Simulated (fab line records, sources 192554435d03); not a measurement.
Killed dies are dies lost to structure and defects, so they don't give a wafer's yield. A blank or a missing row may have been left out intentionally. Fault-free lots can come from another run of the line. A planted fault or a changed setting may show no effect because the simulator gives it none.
A lot that was struck, set against a sound lot	flow n5-finfet	25 steps out of a route of 1938
Sound: these wafers, L332.3, L332.4, L332.5. The struck wafers were L327.1, L327.4, L327.5. The cause is given at the end.
Order at every step that has rows: each side's tool, ch and its chambers, its first start. Under that, the readings that differ: sound wafers	struck wafers	difference of the means	sigmas: that difference in standard deviations of wafers without a fault.
alike: same words and numbers on both sides, and readings whose means sit less than 2 such deviations apart. not compared: any withheld reading, any reading some wafer has no value for, any bound like >300 that may hide the same value, and any number with overlapping values for which the record gives no deviation.
The two part at a step that has a row with sigmas, a row that says differs or no value, or rows on one side only. Numbers that don't overlap but have no deviation are shown without sigmas and don't part them. A reading missing from all wafers of one side parts the sides only when that side holds two or more wafers.

N5_BEOL_M9_THK_MEAS_53: measures by xrf.
  sound on film-metro-01 at day 14 01:05; struck on film-metro-01 at day 12 15:31
  alike: M9_THK
then, 2 steps without rows for these wafers: N5_BEOL_M9_PRE_CLEAN_55 (time 15 s); N5_BEOL_M9_DEP_56 (deposits SiCN from 3MS/NH3, target thk 15 nm, time 26.5 s).
N5_BEOL_M9_RS_MEAS_57: a four-point-probe measurement.
  sound on film-metro-01 at day 14 01:13; struck on film-metro-02 at day 12 15:38
  alike: M9_RS
N5_BEOL_M9_INSPECT_58: inspects for defects (darkfield).
  sound on defect-inspect-01 at day 14 01:14; struck on defect-inspect-01 at day 12 15:40
  alike: raw-defect-count
N5_BEOL_M10_ILD_DEP_00: deposits SiCOH lowk from DEMS/porogen, target thk 308.51 nm, time 58 s.
  sound on pecvd-01 ch 0,1, day 14 01:17; struck on pecvd-01 ch 1,2, day 12 15:42
  alike: heater-power-outer-w, heater-power-w, showerhead-plenum-p-Torr, showerhead-vpp-V, throttle-valve-pct
then, 1 step without rows for these wafers: N5_BEOL_M10_CURE_71 (cures SiCOH lowk, time 240 s).
N5_BEOL_M10_THK_MEAS_01:
  sound on film-metro-01 at day 14 01:59; struck on film-metro-01 at day 12 16:18
  alike: M10_ILD_THK
N5_BEOL_M10_PECVD_70: deposits SiO2 from TEOS/O2, target thk 20 nm, time 22.7 s.
  sound on pecvd-02 ch 0,1, day 14 02:01; struck on pecvd-02 ch 0,2, day 12 16:20
reading	sound	struck	difference	sigmas
throttle-valve-pct (%)	23.7 23.8 21.6	20.7 21.1 21.4	-2.0	-2
  alike: heater-power-outer-w, heater-power-w, showerhead-plenum-p-Torr, showerhead-vpp-V
N5_BEOL_M10_HM_DEP_02: deposits TiN, target thk 20 nm.
  sound on pvd-sputter-01 at day 14 03:43; struck on pvd-sputter-03 at day 12 17:43
  alike: throttle-valve-pct
then, 2 steps without rows for these wafers: N5_BEOL_M10_COAT_59 (time 60 s, resist thk 100 nm); N5_BEOL_M10_COAT_60 (time 60 s, resist thk 30 nm).
N5_BEOL_M10_COAT_05: resist thk 90 nm.
  sound on litho-track-04 ch 0, day 14 03:51; struck on litho-track-01 ch 0, day 12 17:52
reading	sound	struck	difference	sigmas
dispense-pressure-kPa (kPa)	50.9 50.9 50.9	54.9 54.9 54.9	+4.0	+2
spin-speed-rpm (rpm)	1500.0 1500.2 1499.8	1562.0 1562.1 1562.0	+62.0	+74
model.CAR-ArF_of_BEOL_M10_COAT_05.thk-nm (nm)	89.8 89.8 89.8	88.6 88.8 88.6	-1.1	
then, 5 steps without rows for these wafers: N5_BEOL_M10_EBR_07; N5_BEOL_M10_SOFTBAKE_06 (time 60 s); N5_BEOL_M10_EXPOSE_08 (exposes mask M10); N5_BEOL_M10_PEB_09 (peb time 60 s); N5_BEOL_M10_DEVELOP_10 (develop time 30 s).
N5_BEOL_M10_CD_MEAS_11: the cd target is 64.1 nm.
  sound on cd-sem-01 ch 0, day 14 04:05; struck on cd-sem-01 ch 0, day 12 18:14
  alike: cd-nm
N5_BEOL_M10_OVL_MEAS_12:
  sound on overlay-02 ch 0, day 14 04:07; struck on overlay-02 ch 0, day 12 18:17
  alike: M10_OVL
N5_BEOL_M10_INSPECT_13: inspects for defects (brightfield).
  sound on defect-inspect-02 at day 14 04:08; struck on defect-inspect-02 at day 12 18:18
  alike: raw-defect-count
N5_BEOL_M10_DESCUM_16: chemistry O2, time 7.9 s.
  sound on rie-diel-06 ch 2,3, day 14 04:11; struck on rie-diel-03 ch 0,1,3, day 12 18:43
  alike: drypump-motor-current-A, oes-product-au, rf-vpp-V, showerhead-plenum-p-Torr, throttle-valve-pct
  not compared: rf-hours-counter-h
N5_BEOL_M10_ETCH_61: etches SiARC in CF4, target depth 39 nm, time 65 s.
  sound on rie-diel-06 ch 2,3, day 14 04:13; struck on rie-diel-03 ch 0,1,3, day 12 18:46
reading	sound	struck	difference	sigmas
model.CAR-ArF_of_BEOL_M10_COAT_05.thk-nm (nm)	55.4 55.4 55.4	54.2 54.4 54	-1.2	
  alike: drypump-motor-current-A, etch-rf-on-time-s, oes-product-au, rf-vpp-V, showerhead-plenum-p-Torr, throttle-valve-pct
  not compared: rf-hours-counter-h
N5_BEOL_M10_ETCH_62: etches SOC in N2/H2, target depth 110 nm, overetch 22 nm, time 165 s.
  sound on rie-diel-06 ch 2,3, day 14 04:16; struck on rie-diel-03 ch 0,1,3, day 12 18:49
reading	sound	struck	difference	sigmas
h2-flow-sccm (sccm)	200.0 201.2 200.5	198.9 199.6 199.0	-1.4	-2
  alike: drypump-motor-current-A, oes-product-au, rf-vpp-V, showerhead-plenum-p-Torr, throttle-valve-pct
  not compared: rf-hours-counter-h
then, 1 step without rows for these wafers: N5_PASSIVATION_PROBE_49.

== WHERE THEY PART ==
At N5_BEOL_M10_PECVD_70 first; at N5_BEOL_M10_ETCH_62 last (within this record only).

WHY: what the simulator had put in
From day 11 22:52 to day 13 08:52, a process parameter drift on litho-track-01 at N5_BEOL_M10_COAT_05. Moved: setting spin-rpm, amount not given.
